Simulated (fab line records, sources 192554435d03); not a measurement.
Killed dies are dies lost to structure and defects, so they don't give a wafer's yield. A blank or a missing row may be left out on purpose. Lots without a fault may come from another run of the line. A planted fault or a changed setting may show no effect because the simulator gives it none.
Split-lot experiment | flow n5_finfet | 7 lots, 21 wafers read, on a route of 1938 steps

THE SPLIT
At N5_PASSIVATION_EXPOSE_07 (exposes mask TV, defocus 0 nm, target cd 3000 nm), the setting dose_mj was moved away from the recipe's 22.75 on 4 of the 21 wafers read, by -2.4% to +7.1%. The other wafers ran this setting at the recipe's value.

FROM THE SPLIT TO THE READING: what the file shows between them, 3 steps
- N5_PASSIVATION_PEB_08
- N5_PASSIVATION_DEVELOP_09: develop time 60 s
- N5_PASSIVATION_HARDBAKE_11: time 120 s

THE READING
cd_nm, in nm, at N5_PASSIVATION_CD_MEAS_10 (target cd 3000 nm). Fault-free wafers of this fab line usually give 3000.8 nm, standard deviation 1.9 nm.

wafer  | tool, chamber at the split | dose_mj as run | against the recipe | cd_nm, nm | against lot-mates on the recipe
L075.3 | krf_scanner-01, 0          | 24.37          | +7.1%              | 3015.3    | +13.9
L075.4 | krf_scanner-01, 0          | 22.75          | recipe             | 3001.2    | -
L075.6 | krf_scanner-01, 0          | 22.75          | recipe             | 3001.7    | -
L081.2 | krf_scanner-01, 0          | 22.75          | recipe             | 3002.2    | -
L081.3 | krf_scanner-01, 0          | 22.75          | recipe             | 3001.8    | -
L081.4 | krf_scanner-01, 0          | 22.75          | recipe             | 2998.8    | -
L083.2 | krf_scanner-01, 0          | 22.75          | recipe             | 3002.7    | -
L083.3 | krf_scanner-01, 0          | 24.16          | +6.2%              | 3015.8    | +12.6
L083.5 | krf_scanner-01, 0          | 22.75          | recipe             | 3003.7    | -
L087.1 | krf_scanner-01, 0          | 22.75          | recipe             | 3000.5    | -
L087.2 | krf_scanner-01, 0          | 22.75          | recipe             | 3002.1    | -
L087.5 | krf_scanner-01, 0          | 22.75          | recipe             | 3001.3    | -
L089.2 | krf_scanner-01, 0          | 22.75          | recipe             | 3000.6    | -
L089.3 | krf_scanner-01, 0          | 22.75          | recipe             | 3001.3    | -
L089.4 | krf_scanner-01, 0          | 22.75          | recipe             | 2998.6    | -
L091.3 | krf_scanner-01, 0          | 23.69          | +4.1%              | 3010.8    | +12.1
L091.5 | krf_scanner-01, 0          | 22.75          | recipe             | 2999.3    | -
L091.6 | krf_scanner-01, 0          | 22.75          | recipe             | 2998.1    | -
L097.3 | krf_scanner-02, 0          | 22.21          | -2.4%              | 2997.0    | -5.6
L097.4 | krf_scanner-02, 0          | 22.75          | recipe             | 3003.3    | -
L097.5 | krf_scanner-02, 0          | 22.75          | recipe             | 3001.8    | -

THE FIT
A straight line over all 21 wafers: cd_nm changes by +2.15 nm for each +1% of dose_mj; r = +0.95; the points scatter about the line by 1.6 nm.
The same after taking each lot's own level away (the mean of its wafers on the recipe; 21 wafers): +2.14 nm for each +1%; r = +0.97; scatter 1.2 nm.
On that fit, the largest move of dose_mj shifts the reading by 15 nm.
The lots' own levels span 2998.70 to 3003.20 nm, that is 2.4 times the standard deviation above.
So the lot-to-lot level changes the slope little: the two slopes agree.
Check: with one of the wafers moved furthest among these (+7.1%) left out of the fit, the line predicts +16.5 nm for it against its lot-mates. It came out at +13.9 nm against them.

THE FILE'S OWN FIT
cd_nm changes by +2.15 nm for each +1% of dose_mj, r = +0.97.
